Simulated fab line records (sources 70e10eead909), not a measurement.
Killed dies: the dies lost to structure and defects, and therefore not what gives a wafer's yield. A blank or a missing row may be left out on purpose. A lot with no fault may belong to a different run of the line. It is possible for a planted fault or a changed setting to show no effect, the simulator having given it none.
A lot that was struck, set against a sound lot | flow nand-harc | 15 out of 1159 route steps
Sound: the wafers L456.3, L456.5, L456.6. Wafers struck: L449.1, L449.5, L449.6. Last of all comes the cause.
At each step with rows: each side's tool, then ch and its chambers, then its first start. Under that, the readings that differ: sound wafers | struck wafers | difference of the means | sigmas: that difference in standard deviations of wafers without a fault.
alike: words and numbers the same on both sides, and readings whose means are apart by under 2 such deviations; not compared: readings that were withheld, readings missing a value for some wafer, numbers with overlapping values and no deviation given by the record, and bounds like >300 which may hide the same value.
Wherever a step has rows on one side only, a row that says differs or no value, or a row with sigmas, the two part there. Non-overlapping numbers with no deviation appear without sigmas and do not part them. A reading that every wafer of one side lacks parts them only if that side has two wafers or more.

first, 4 steps without rows for these wafers: NHARC_P_CONTACT_EBR_08; NHARC_P_CONTACT_EXPOSE_09 (exposes mask P CA, target cd 90 nm); NHARC_P_CONTACT_PEB_10 (peb time 65 s); NHARC_P_CONTACT_DEVELOP_11 (develop time 35 s).
NHARC_P_CONTACT_CD_MEAS_12: the cd target is 90 nm.
  sound on cd-sem-03 ch 0, day 9 14:43; struck on cd-sem-03 ch 0, day 8 04:02
  alike: cd-nm
NHARC_P_CONTACT_OVL_MEAS_13:
  sound: overlay-01 at day 9 14:47; struck: overlay-01 at day 8 04:08
  alike: overlay-x-nm, overlay-y-nm
NHARC_P_CONTACT_INSPECT_14:
  sound: defect-inspect-01 at day 9 14:50; struck: defect-inspect-02 at day 8 04:10
  alike: raw-defect-count
NHARC_P_CONTACT_DESCUM_17: chemistry O2, time 3 s.
  sound on rie-diel-04 ch 0,1,3, day 9 14:55; struck on rie-diel-02 ch 0,1, day 8 04:14
  alike: drypump-motor-current-A, oes-product-au, rf-vpp-V, showerhead-plenum-p-Torr, throttle-valve-pct
  not compared: rf-hours-counter-h
NHARC_P_CONTACT_ETCH_35: etches the open film in CF4, target depth 39 nm, time 65 s.
  sound on rie-diel-04 ch 0,1,3, day 9 14:59; struck on rie-diel-02 ch 1,2,3, day 8 04:19
  alike: bias-w, cf4-flow-sccm, drypump-motor-current-A, oes-product-au, rf-fwd-power-W, rf-vpp-V, showerhead-plenum-p-Torr, throttle-valve-pct
  not compared: rf-hours-counter-h
NHARC_P_CONTACT_ETCH_36: etches the open film in N2/H2, target depth 260 nm, time 406.25 s.
  sound on rie-diel-04 ch 1,2,3; struck on rie-diel-02 ch 0,1
  reading                     | sound       | struck      | difference | sigmas
  drypump-motor-current-A (A) | 4.6 5.6 5.6 | 6.5 5.9 6.5 | +1.0       | +2
  alike: bias-w, chamber-pressure-mTorr, oes-product-au, rf-fwd-power-W, rf-vpp-V, showerhead-plenum-p-Torr, throttle-valve-pct
  not compared: rf-hours-counter-h
NHARC_P_CONTACT_ETCH_18: etches the open film in C4F8/O2/Ar, target depth 481 nm, time 240.5 s.
  sound on rie-diel-04 ch 0,2,3; struck on rie-diel-02 ch 0,1,2
  alike: bias-w, chamber-pressure-mTorr, oes-product-au, rf-fwd-power-W, rf-vpp-V
  not compared: rf-hours-counter-h
then, 1 step without rows for these wafers: NHARC_P_CONTACT_STRIP_37 (strips in C4F8/O2/Ar).
NHARC_P_CONTACT_ETCH_31: etches the open film in CH3F/O2, target depth 30 nm, time 85.7 s.
  sound on rie-diel-04 ch 1,2, day 9 15:38; struck on rie-diel-02 ch 1,2, day 8 04:58
  no value came back on the struck wafers for any of 8 readings (bias-w (W), ch3f-flow-sccm (sccm) and others); on the sound wafers bias-w (W) reads 99.4 100.2 99.4
  not compared: rf-hours-counter-h
NHARC_P_CONTACT_CD_MEAS_19:
  sound: cd-sem-02 at day 9 15:46; struck: cd-sem-03 at day 8 05:06
  alike: cd-nm
-- record jumps: 14 days between struck wafers' starts before vs after; left off in module P_CONTACT, resumes in module END, first step shown is number 1159 of the route --
NHARC_END_SORT_01:
  sound on prober-02 ch 0, day 24 13:49; struck on prober-02 ch 0, day 22 14:10
  reading             | sound | struck      | difference | sigmas
  killed-at-periphery | 3     | 647 649 664 | +650       | +99 or more
  killed-dies         | 38    | 677 677 677 | +639       | +72
  alike: killed-at-array, killed-at-other, killed-open, killed-short

WHERE THEY PART
Earliest at NHARC_P_CONTACT_ETCH_36; latest, in this record, at NHARC_END_SORT_01.

WHY: the cause the simulator had injected
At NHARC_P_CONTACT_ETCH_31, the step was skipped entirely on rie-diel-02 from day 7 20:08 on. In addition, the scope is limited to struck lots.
